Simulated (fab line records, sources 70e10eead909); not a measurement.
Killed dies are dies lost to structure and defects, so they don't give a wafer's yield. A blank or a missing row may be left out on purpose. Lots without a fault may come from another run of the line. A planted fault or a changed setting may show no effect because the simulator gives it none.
Chamber matching | flow nand_harc | NHARC_P_CONTACT_DEP_30 on pecvd-01: 3 sister chambers
The step deposits SiNx, target thk 30 nm. 18 wafers are shown with their chamber, then 9 later ones without.

WAFERS WITH THEIR CHAMBER
wafer  | chamber | heater_power_w (W) | susceptor_temp_C (C)
L077.4 | 0       | 599                | 399.57
L077.5 | 2       | 646                | 399.93
L077.6 | 1       | 712                | 399.96
L081.1 | 2       | 635                | 400.02
L081.3 | 0       | 640                | 399.79
L081.6 | 0       | 623                | 399.99
L085.1 | 0       | 641                | 399.99
L085.4 | 1       | 707                | 399.82
L085.5 | 2       | 705                | 399.95
L087.1 | 2       | 727                | 400.08
L087.5 | 1       | 720                | 400.05
L087.6 | 0       | 602                | 399.96
L089.1 | 0       | 620                | 400.22
L089.2 | 2       | 762                | 400.32
L089.6 | 0       | 627                | 400.07
L091.4 | 1       | 703                | 400.07
L091.5 | 0       | 561                | 400.17
L091.6 | 2       | 684                | 399.31

SIGNATURES (means of the wafers above)
reading          | chamber 0 | chamber 1 | chamber 2 | scatter within a chamber
heater_power_w   | 614.12    | 710.50    | 693.17    | 33.4
susceptor_temp_C | 399.9700  | 399.9750  | 399.9350  | 0.247
Rule: a wafer's distance from a chamber is the root of the sum, over the readings, of the square of ((its reading less the chamber's mean) divided by the reading's scatter). The wafer belongs to the nearest chamber; if the next one is less than 2 further off, it can't be placed. The scatter: the root of (the sum of the squares of (reading less its chamber's mean) over the shown wafers, divided by (wafers less chambers)).

WAFERS WITHOUT THEIR CHAMBER
wafer  | heater_power_w (W) | susceptor_temp_C (C)
L093.2 | 780                | 400.28
L093.3 | 656                | 400.21
L093.6 | 778                | 400.52
L094.2 | 676                | 399.75
L094.4 | 613                | 400.35
L094.5 | 679                | 399.29
L095.3 | 737                | 399.85
L095.5 | 750                | 399.92
L095.6 | 823                | 399.79

WHICH CHAMBER EACH WENT THROUGH
wafer  | from the rows above          | in truth
L093.2 | can't be placed: 1 or 2      | 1
L093.3 | can't be placed: 2 or 0 or 1 | 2
L093.6 | can't be placed: 1 or 2      | 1
L094.2 | can't be placed: 2 or 1 or 0 | 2
L094.4 | can't be placed: 0 or 2 or 1 | 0
L094.5 | can't be placed: 2 or 1 or 0 | 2
L095.3 | can't be placed: 1 or 2      | 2
L095.5 | can't be placed: 1 or 2      | 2
L095.6 | can't be placed: 1 or 2      | 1
Placed correctly: 0 of 9. Can't be placed from these rows: 9 (the true chamber is among the candidates in 9). Placed wrongly: 0.
